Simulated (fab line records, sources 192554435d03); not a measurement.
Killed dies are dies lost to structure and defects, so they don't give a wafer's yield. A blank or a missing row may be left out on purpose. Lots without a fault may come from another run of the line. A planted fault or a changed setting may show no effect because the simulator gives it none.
fab line records | flow n5_finfet
record lots=6 wafers=17 last_day=17
route steps=1938 shown HKMG_FIN@422 BEOL_M4@1111 PASSIVATION@1936
lots that met no fault: from a run of the same line without faults
start_h: hours from the record's first day to the start of the lot's first wafer shown | wait_h: hours since the lot's step before | " the same as in the row above | L1.1+2: a row that stands for several wafers | - no value, or no start given | * or withheld: withheld | < > ~ a bound
route shown NAME@n: a module of which the file shows steps, and the number in the route of the first | usual: mean/standard deviation of fault-free wafers | same: alike in all rows | chamber/n: place in a boat | sites: the reading at each site | _std_site: their standard deviation | _edge_site: outer sites' mean less inner sites' | radius_mm: how far each site lies from the wafer's centre | mask NAME#n: copy n | behind: the tool/chamber that last shaped the wafer | hold: why the lot was held/for how many hours/how that ended | device: the transistor (n, p or np) that didn't switch | end of line: the same wafers' tests at the end of the route | a step without rows: its recipe alone | killed: dies lost to structure and defects at the first sort, not the wafer's yield | map: a wafer's dies, x killed, . not, _ none there
set.NAME: the setting as run; set.NAME@STEP: as run at that earlier step | model.NAME: the simulator's own value behind a step, which no gauge read
lots at some steps of the route; a table a step, a row a wafer
services: from which hour (start_h, from the record's first day; less than 0 if before it) a tool's chamber was out of use, for how many hours, and why
## steps
# step N5_HKMG_FIN_COAT_29
# recipe resist=SOC temp_c=250 time_s=60 spin_rpm=1500 resist_thk_nm=300
# step N5_HKMG_FIN_COAT_30
# recipe resist=SiARC temp_c=220 time_s=60 spin_rpm=1500 resist_thk_nm=35
# step N5_HKMG_FIN_COAT_06
# recipe resist=CAR-ArF spin_rpm=1500 resist_thk_nm=90
# step N5_HKMG_FIN_EBR_08
# recipe solvent=PGMEA ebr_width_mm=1.5
# step N5_HKMG_FIN_SOFTBAKE_07
# recipe temp_c=110 time_s=60 resist=CAR-ArF
# step N5_HKMG_FIN_EXPOSE_09
# recipe mask_id=NWFM na=1.35 source_shape=conventional sigma_outer=0.8 polarization=unpolarized dose_mj=39.25
# step N5_HKMG_FIN_PEB_10
# recipe peb_temp_c=withheld peb_time_s=60 resist=CAR-ArF
# step N5_HKMG_FIN_DEVELOP_11
# recipe develop_time_s=30 developer=TMAH resist=CAR-ArF dev_temp_c=23 rinse_liquid=diw dry=air_spin
# step N5_HKMG_FIN_CD_MEAS_12
# recipe target_cd_nm=92.8 landing_energy_ev=500 detector=se_inlens
# usual cd_nm=92.6/0.68
# columns lot.wafer tool chamber start_h wait_h cd_nm
L420.2 cd_sem-01 0 96.78 - 92.7
L420.3 " 0 " " 92.9
L420.6 " 0 " " 93.2
L422.3 cd_sem-01 0 109.12 - 93.9
L422.5 " 0 " " 92.5
L422.6 " 0 " " 92.5
L431.2 cd_sem-02 0 156.60 - 92.3
L431.5 " 0 " " 92.5
L431.6 " 0 " " 92.6
L433.4 cd_sem-01 0 168.36 - 90.7
L433.5 " 0 " " 91.7
L433.6 " 0 " " 92.4
L434.3 cd_sem-01 0 172.93 - 93.1
L434.4 " 0 " " 91.8
L434.6 " 0 " " 91.5
L438.3 cd_sem-03 0 200.30 - 92.1
L438.4 " 0 " " 92.6
# step N5_HKMG_FIN_OVL_MEAS_13
# recipe points_per_wafer=44
# usual NWFM_OVL=-0.4/0.62
# columns lot.wafer tool chamber start_h wait_h NWFM_OVL[nm]
L420.2 overlay-01 0 96.81 0.0 -0.1
L420.3 " 0 " " -1.1
L420.6 " 0 " " -1.3
L422.3 overlay-02 0 109.14 0.0 0.1
L422.5 " 0 " " -0.2
L422.6 " 0 " " 0.6
L431.2 overlay-02 0 156.63 0.0 -0.8
L431.5 " 0 " " -0.3
L431.6 " 0 " " -0.2
L433.4 overlay-01 0 168.38 0.0 0.1
L433.5 " 0 " " 0.7
L433.6 " 0 " " 0.6
L434.3 overlay-02 0 172.96 0.0 0.7
L434.4 " 0 " " 1.4
L434.6 " 0 " " 0.2
L438.3 overlay-01 0 200.33 0.0 -0.9
L438.4 " 0 " " -0.2
# step N5_HKMG_FIN_INSPECT_14
# recipe mode=adi inspect_instrument=macro
# usual raw_defect_count=2.2/1.4
# columns lot.wafer tool chamber start_h wait_h raw_defect_count
L420.2 defect_inspect-01 - 96.83 0.0 3
L420.3 " - " " 1
L420.6 " - " " 3
L422.3 defect_inspect-01 - 109.17 0.0 1
L422.5 " - " " 3
L422.6 " - " " 2
L431.2 defect_inspect-01 - 156.65 0.0 3
L431.5 " - " " 1
L431.6 " - " " 2
L433.4 defect_inspect-01 - 168.41 0.0 3
L433.5 " - " " 3
L433.6 " - " " 1
L434.3 defect_inspect-02 - 172.99 0.0 1
L434.4 " - " " 5
L434.6 " - " " 4
L438.3 defect_inspect-02 - 200.35 0.0 1
L438.4 " - " " 0
# step N5_HKMG_FIN_DESCUM_17
# recipe chemistry=O2 time_s=7.9 source_power_w=50 bias_power_w=20 pressure_mtorr=20 rf_frequency_hz=2.712e+07 temp_c=40 resist=CAR-ArF o2_flow_sccm=225
# usual drypump_motor_current_A=5.51/0.26 oes_product_au=0.79/0.089 rf_vpp_V=242.7/1.4 showerhead_plenum_p_Torr=2.07/0.078 throttle_valve_pct=20.49/0.25
# columns lot.wafer tool chamber start_h wait_h drypump_motor_current_A oes_product_au rf_hours_counter_h rf_vpp_V showerhead_plenum_p_Torr throttle_valve_pct
L420.2 rie_diel-01 3 98.19 1.4 5.41 0.76 143 242.7 2.10 20.02
L420.3 " 2 " " 5.93 0.89 49 244.9 2.14 20.70
L420.6 " 3 " " 5.41 0.75 - 242.6 2.10 20.03
L422.3 rie_diel-02 2 109.30 0.1 5.82 0.70 233 243.7 2.15 20.52
L422.5 " 2 " " 5.79 0.70 - 244.7 2.15 20.52
L422.6 " 0 " " 5.42 0.71 - 242.2 2.01 20.47
L431.2 rie_diel-03 1 156.92 0.3 5.70 0.77 119 241.1 2.01 20.53
L431.5 " 0 " " 5.59 0.80 - 244.0 2.21 20.79
L431.6 " 3 " " 5.78 0.90 - 242.0 2.07 20.47
L433.4 rie_diel-02 2 168.46 0.0 5.77 1.01 - 244.0 2.14 20.11
L433.5 " 3 " " 5.37 0.75 - 240.8 2.03 20.97
L433.6 " 0 " " 5.40 0.70 - 241.6 2.00 20.50
L434.3 rie_diel-02 3 173.02 0.0 5.39 0.75 158 241.1 2.03 20.97
L434.4 " 3 " " 5.41 0.75 - 241.1 2.03 20.97
L434.6 " 0 " " 5.45 0.70 - 242.0 2.00 20.52
L438.3 rie_diel-03 1 200.38 0.0 5.70 0.75 135 241.2 2.00 20.53
L438.4 " 2 " " 5.58 0.74 193 240.4 1.89 20.49
# step N5_HKMG_FIN_ETCH_31
# recipe chemistry=CF4 target=SiARC target_depth_a=455 mask_material=CAR-ArF time_s=75.8 ion_energy_ev=80 pressure_mtorr=40 source_w=545 bias_w=36 Ar_flow_sccm=100 cf4_flow_sccm=100 ends=cleared
# usual drypump_motor_current_A=5.51/0.26 etch_rf_on_time_s=74.7/1.8 mfc_ar_sccm=99.99/0.3 oes_product_au=0.68/0.078 rf_vpp_V=183.8/1.2 showerhead_plenum_p_Torr=2.12/0.074 throttle_valve_pct=15.64/0.21
# columns lot.wafer tool chamber start_h wait_h drypump_motor_current_A etch_rf_on_time_s mfc_ar_sccm oes_product_au rf_hours_counter_h rf_vpp_V showerhead_plenum_p_Torr throttle_valve_pct
L420.2 rie_diel-01 3 98.23 0.0 5.41 76.0 99.74 0.65 143 185.1 2.14 15.23
L420.3 " 2 " " 5.94 73.4 100.19 0.76 49 185.4 2.17 15.71
L420.6 " 3 " " 5.41 75.7 99.89 0.65 - 184.6 2.14 15.23
L422.3 rie_diel-02 2 109.33 0.0 5.80 75.5 99.86 0.60 233 184.6 2.20 15.80
L422.5 " 2 " " 5.81 75.5 99.75 0.60 - 183.6 2.20 15.78
L422.6 " 0 " " 5.44 74.1 100.27 0.62 - 182.5 2.06 15.66
L431.2 rie_diel-03 1 156.95 0.0 5.67 75.5 99.68 0.66 119 182.2 2.06 15.69
L431.5 " 0 " " 5.56 73.3 99.90 0.69 - 185.5 2.25 15.92
L431.6 " 3 " " 5.76 73.7 99.76 0.78 - 183.6 2.10 15.50
L433.4 rie_diel-02 2 168.50 0.0 5.81 74.5 100.23 0.86 - 183.9 2.20 15.29
L433.5 " 3 " " 5.37 77.7 99.85 0.64 - 183.8 2.06 15.93
L433.6 " 0 " " 5.44 54.0 100.60 0.73 - 181.6 2.05 15.69
L434.3 rie_diel-02 3 173.05 0.0 5.39 77.7 99.83 0.63 158 183.3 2.06 15.93
L434.4 " 3 " " 5.37 78.4 99.85 0.64 - 182.6 2.06 15.92
L434.6 " 0 " " 5.47 54.0 99.69 0.72 - 181.8 2.05 15.70
L438.3 rie_diel-03 1 200.42 0.0 5.70 75.2 99.89 0.65 135 182.7 2.06 15.72
L438.4 " 2 " " 5.60 76.6 100.15 0.62 193 181.9 1.97 15.87
# step N5_HKMG_FIN_ETCH_32
# recipe chemistry=N2/H2 target=SOC target_depth_a=2400 temp_c=40 time_s=300 ion_energy_ev=200 mask_material=SiARC pressure_mtorr=30 source_w=840 bias_w=150 n2_flow_sccm=200 h2_flow_sccm=200
# usual drypump_motor_current_A=5.52/0.26 oes_product_au=0.79/0.091 rf_vpp_V=523.0/2.6 showerhead_plenum_p_Torr=2.51/0.095 throttle_valve_pct=17.85/0.21
# columns lot.wafer tool chamber start_h wait_h drypump_motor_current_A oes_product_au rf_hours_counter_h rf_vpp_V showerhead_plenum_p_Torr throttle_valve_pct
L420.2 rie_diel-01 3 98.28 0.0 5.44 0.77 143 524.3 2.56 17.53
L420.3 " 2 " " 5.96 0.88 49 526.0 2.59 18.00
L420.6 " 3 " " 5.46 0.75 - 524.0 2.56 17.55
L422.3 rie_diel-02 2 109.39 0.0 5.81 0.70 234 525.1 2.60 17.97
L422.5 " 2 " " 5.79 0.70 - 526.7 2.60 17.96
L422.6 " 0 " " 5.47 0.72 - 522.5 2.43 17.87
L431.2 rie_diel-03 1 157.01 0.0 5.71 0.77 119 522.2 2.43 17.85
L431.5 " 0 " " 5.59 0.81 - 528.0 2.68 18.17
L431.6 " 3 " " 5.79 0.91 - 522.3 2.49 17.64
L433.4 rie_diel-02 2 168.62 0.1 5.80 0.99 - 525.6 2.60 17.53
L433.5 " 3 " " 5.40 0.74 - 520.4 2.43 18.23
L433.6 " 0 " " 5.46 0.71 - 520.5 2.42 17.94
L434.3 rie_diel-02 3 173.11 0.0 5.40 0.73 158 519.4 2.43 18.23
L434.4 " 3 " " 5.37 0.74 - 521.2 2.43 18.25
L434.6 " 0 " " 5.45 0.71 - 519.9 2.42 17.91
L438.3 rie_diel-03 1 200.47 0.0 5.71 0.76 135 520.6 2.42 17.89
L438.4 " 2 " " 5.57 0.73 193 518.3 2.30 17.87
# step N5_BEOL_M4_RC_MEAS_101
# usual DIBL_N=36.2/1.5 DIBL_P=36.4/2.1 IOFF_N=0.16/0.031 IOFF_P=0.21/0.037 ION_N=679/11 ION_P=465/7.7 SS_N=71.4/0.55 SS_P=73.2/0.63 VT_N=249/3.3 VT_P=-250/3.4
# columns lot.wafer tool chamber start_h wait_h DIBL_N[mV/V] DIBL_P[mV/V] IOFF_N[nA/um] IOFF_P[nA/um] ION_N[uA/um] ION_P[uA/um] SS_N[mV/dec] SS_P[mV/dec] VT_N[mV] VT_P[mV]
L420.2 prober-01 0 176.36 0.2 37.2 36.6 0.16 0.20 687 468 71.8 72.5 248 -252
L420.3 " 0 " " 35.0 34.0 0.13 0.16 681 463 71.6 72.4 251 -254
L420.6 " 0 " " 34.0 32.4 0.11 0.15 660 455 70.4 72.6 252 -256
L422.3 prober-01 0 194.38 0.3 34.3 33.6 0.15 0.21 678 467 70.9 73.4 250 -246
L422.5 " 0 " " 37.0 36.4 0.20 0.26 691 475 71.7 73.5 245 -244
L422.6 " 0 " " 35.7 35.1 0.17 0.23 691 470 71.2 73.9 248 -247
L431.2 prober-01 0 253.63 0.2 37.3 36.5 0.17 0.23 677 458 71.5 72.9 248 -249
L431.5 " 0 " " 38.0 36.3 0.21 0.23 686 456 71.6 73.9 248 -248
L431.6 " 0 " " 38.7 38.2 0.23 0.25 705 473 72.4 73.7 241 -250
L433.4 prober-02 0 258.80 0.5 34.1 34.3 0.14 0.18 687 463 70.2 72.9 249 -253
L433.5 " 0 " " 35.4 36.4 0.17 0.22 691 470 71.6 73.1 246 -249
L433.6 " 0 " " 36.7 37.5 0.19 0.23 684 460 71.6 73.4 247 -250
L434.3 prober-01 0 265.12 0.3 36.9 37.8 0.19 0.27 691 480 71.5 73.7 244 -245
L434.4 " 0 " " 40.8 42.2 0.29 0.38 700 481 72.7 74.6 241 -243
L434.6 " 0 " " 38.3 39.6 0.24 0.32 707 488 71.5 74.1 240 -242
L438.3 prober-01 0 285.43 0.3 36.0 34.8 0.14 0.22 679 472 71.7 73.5 251 -248
L438.4 " 0 " " 36.5 35.7 0.16 0.23 668 464 71.0 73.4 252 -249
# step N5_PASSIVATION_PROBE_49
# usual defect_limited_yield=91.3/1.3 killed_at_M0_to_M3=36/12 killed_at_M4_up=13/4.6 killed_at_contacts=13/5.4 killed_at_front_end=37/10 killed_at_other=3.6/2.9 killed_dies=102/15 killed_open=67/12 killed_short=33/7.5 sort_bin_4_leakage=0.00/0.023 sort_bin_5_function=5.1/0.93 sort_bin_6_memory=3.2/0.62 sort_bin_8_speed=0.00/0.01 sort_n_pass=1078/15 sort_yield_pct=91.3/1.3
# same gross_dies=1180 killed_at_back_side=0
# columns lot.wafer tool chamber start_h wait_h defect_limited_yield[%] killed_at_M0_to_M3 killed_at_M4_up killed_at_contacts killed_at_front_end killed_at_other killed_dies killed_open killed_short sort_bin_4_leakage[%] sort_bin_5_function[%] sort_bin_6_memory[%] sort_bin_8_speed[%] sort_n_pass sort_yield_pct[%]
L420.2 prober-02 - 278.13 0.1 91.9 26 14 19 29 7 95 61 34 0 3.8 4.1 0 1085 91.9
L420.3 prober-02 - 278.18 0.1 90.8 30 23 12 43 1 109 71 35 0 5.3 3.6 0 1071 90.8
L420.6 prober-02 - 278.33 0.3 91.1 23 9 15 56 2 105 64 39 0 5.6 2.9 0.08 1075 91.1
L422.3 prober-02 - 302.97 0.1 91.5 30 14 15 39 2 100 59 40 0 4.6 3.6 0 1080 91.5
L422.5 prober-02 - 303.07 0.2 91.7 28 15 9 33 13 98 64 31 0 6.0 1.9 0 1082 91.7
L422.6 prober-02 - 303.12 0.3 92.1 32 9 3 45 4 93 57 34 0 4.0 3.7 0 1087 92.1
L433.4 prober-01 - 365.47 0.2 91.1 32 20 12 39 2 105 75 28 0 5.8 2.7 0 1075 91.1
L433.5 prober-01 - 365.52 0.2 90.8 42 17 10 33 6 108 65 41 0 6.1 2.6 0 1072 90.8
L433.6 prober-01 - 365.57 0.3 92.5 34 12 6 36 1 89 56 31 0 4.4 2.9 0 1091 92.5
L434.3 prober-02 - 372.68 0.1 91.0 52 11 12 31 0 106 75 30 0 5.7 3.0 0 1074 91.0
L438.3 prober-01 - 400.32 0.1 90.9 38 5 29 32 3 107 74 31 0 5.5 3.1 0 1073 90.9
L438.4 prober-01 - 400.37 0.2 90.3 47 7 17 42 1 114 75 39 0 6.1 3.4 0 1066 90.3
# killed by level:class
L420.2 MOL_CONTACT_COAG:geometric_particle:open=14 STI_FIN_REVEAL:geometric_particle:open=8 BEOL_M2:geometric_particle:open=7 BEOL_M0_SAQP:geometric_particle:short=6 BEOL_M4:geometric_particle:open=6 FIN_SAQP:geometric_particle:open=5 MOL_CONTACT_COAG:geometric_particle:short=5 BEOL_M6:geometric_particle:open=4
L420.3 BEOL_M2:geometric_particle:open=13 STI_FIN_REVEAL:geometric_particle:open=10 GATE_CUT:geometric_particle:short=9 MOL_CONTACT_COAG:geometric_particle:open=9 BEOL_M4:geometric_particle:open=8 BEOL_M3:geometric_particle:open=5 FIN_SAQP:geometric_particle:open=4 BEOL_M0_SAQP:geometric_particle:short=4
L420.6 STI_FIN_REVEAL:geometric_particle:open=18 MOL_CONTACT_COAG:geometric_particle:open=12 BEOL_M0_SAQP:geometric_particle:short=9 STI_FIN_REVEAL:geometric_particle:short=8 FIN_SAQP:geometric_particle:open=7 BEOL_M2:geometric_particle:open=7 GATE_CUT:geometric_particle:short=6 BEOL_M4:geometric_particle:open=5
L422.3 MOL_CONTACT_COAG:geometric_particle:open=14 FIN_SAQP:geometric_particle:short=11 BEOL_M0:geometric_particle:open=8 STI_FIN_REVEAL:geometric_particle:open=6 BEOL_M0_SAQP:geometric_particle:open=5 GATE_CUT:geometric_particle:open=5 GATE_CUT:geometric_particle:short=5 BEOL_M2:geometric_particle:open=5
L422.5 FIN_SAQP:geometric_particle:open=12 MOL_CONTACT_COAG:geometric_particle:open=8 BEOL_M3:geometric_particle:short=6 BEOL_M2:geometric_particle:open=5 BEOL_M0_SAQP:geometric_particle:open=4 BEOL_M0_SAQP:geometric_particle:short=4 BEOL_M4:geometric_particle:open=4 BEOL_M8:geometric_particle:open=4
L422.6 STI_FIN_REVEAL:geometric_particle:open=16 BEOL_M1:geometric_particle:open=8 STI_FIN_REVEAL:geometric_particle:short=6 FIN_SAQP:geometric_particle:short=5 BEOL_M2:geometric_particle:open=5 STARTING-WAFER:geometric_particle:open=5 FIN_SAQP:geometric_particle:open=4 BEOL_M0_SAQP:geometric_particle:open=4
L433.4 BEOL_M4:geometric_particle:open=10 STI_FIN_REVEAL:geometric_particle:open=10 MOL_CONTACT_COAG:geometric_particle:open=8 BEOL_M1:geometric_particle:open=7 GATE_CUT:geometric_particle:short=6 BEOL_M3:geometric_particle:open=6 DUMMY_GATE:geometric_particle:open=5 BEOL_M2:geometric_particle:open=5
L433.5 BEOL_M0_SAQP:geometric_particle:short=12 MOL_CONTACT_COAG:geometric_particle:open=9 BEOL_M0_SAQP:geometric_particle:open=9 STI_FIN_REVEAL:geometric_particle:open=8 GATE_CUT:geometric_particle:short=6 BEOL_M2:geometric_particle:open=6 GATE_CUT:geometric_particle:open=4 MIM_TOP:geometric_particle:short=4
L433.6 STI_FIN_REVEAL:geometric_particle:open=8 BEOL_M2:geometric_particle:open=7 BEOL_M3:geometric_particle:open=7 BEOL_M4:geometric_particle:open=7 BEOL_M0:geometric_particle:open=6 GATE_CUT:geometric_particle:short=5 FIN_SAQP:geometric_particle:short=4 GATE_CUT:geometric_particle:open=4
L434.3 BEOL_M3:geometric_particle:open=15 MOL_CONTACT_COAG:geometric_particle:open=11 BEOL_M2:geometric_particle:open=11 BEOL_M0_SAQP:geometric_particle:open=10 BEOL_M0_SAQP:geometric_particle:short=8 STI_FIN_REVEAL:geometric_particle:open=5 DUMMY_GATE:geometric_particle:open=5 FIN_SAQP:geometric_particle:short=3
L438.3 MOL_CONTACT_COAG:geometric_particle:open=22 BEOL_M0_SAQP:geometric_particle:open=16 FIN_SAQP:geometric_particle:open=10 BEOL_M0_SAQP:geometric_particle:short=7 MOL_CONTACT_COAG:geometric_particle:short=7 FIN_SAQP:geometric_particle:short=5 BEOL_M3:geometric_particle:open=5 GATE_CUT:geometric_particle:short=4
L438.4 BEOL_M0_SAQP:geometric_particle:short=14 MOL_CONTACT_COAG:geometric_particle:open=13 BEOL_M0_SAQP:geometric_particle:open=13 FIN_SAQP:geometric_particle:open=11 FIN_SAQP:geometric_particle:short=8 BEOL_M1:geometric_particle:open=7 BEOL_M3:geometric_particle:open=7 MOL_CONTACT_COAG:geometric_particle:short=4
## services
# columns tool chamber start_h hours kind
rie_diel-03 3 79.78 - clean
rie_diel-03 3 79.78 - consumable_replace:focus_ring
rie_diel-03 3 79.78 17.9 scheduled_down
rie_diel-03 3 79.78 17.9 vent_cycle
rie_diel-02 3 106.41 11.6 repair
rie_diel-02 2 150.55 - clean
rie_diel-02 2 150.55 - consumable_replace:focus_ring
rie_diel-02 2 150.55 17.6 scheduled_down
rie_diel-02 2 150.55 17.6 vent_cycle
rie_diel-02 - 151.44 0.6 repair
rie_diel-01 0 165.02 - clean
rie_diel-01 0 165.02 - consumable_replace:focus_ring
rie_diel-01 0 165.02 16.3 scheduled_down
rie_diel-01 0 165.02 16.3 vent_cycle
rie_diel-02 1 168.17 - clean
rie_diel-02 1 168.17 - consumable_replace:focus_ring
rie_diel-02 1 168.17 20.1 scheduled_down
rie_diel-02 1 168.17 20.1 vent_cycle
## key
first_sign step=N5_HKMG_FIN_ETCH_31 reading=etch_rf_on_time_s direction=down sigmas=11 usual=* struck=*
effect none on later readings
met_at N5_HKMG_FIN_ETCH_31
struck_wafers L433.6,L434.6
onset_between 109.33 168.50
fault kind=process_parameter_drift tool=rie_diel-02 chamber=0 onset_h=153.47 steps=N5_HKMG_FIN_ETCH_31 channel=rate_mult offset=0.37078 shape=step end_h=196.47
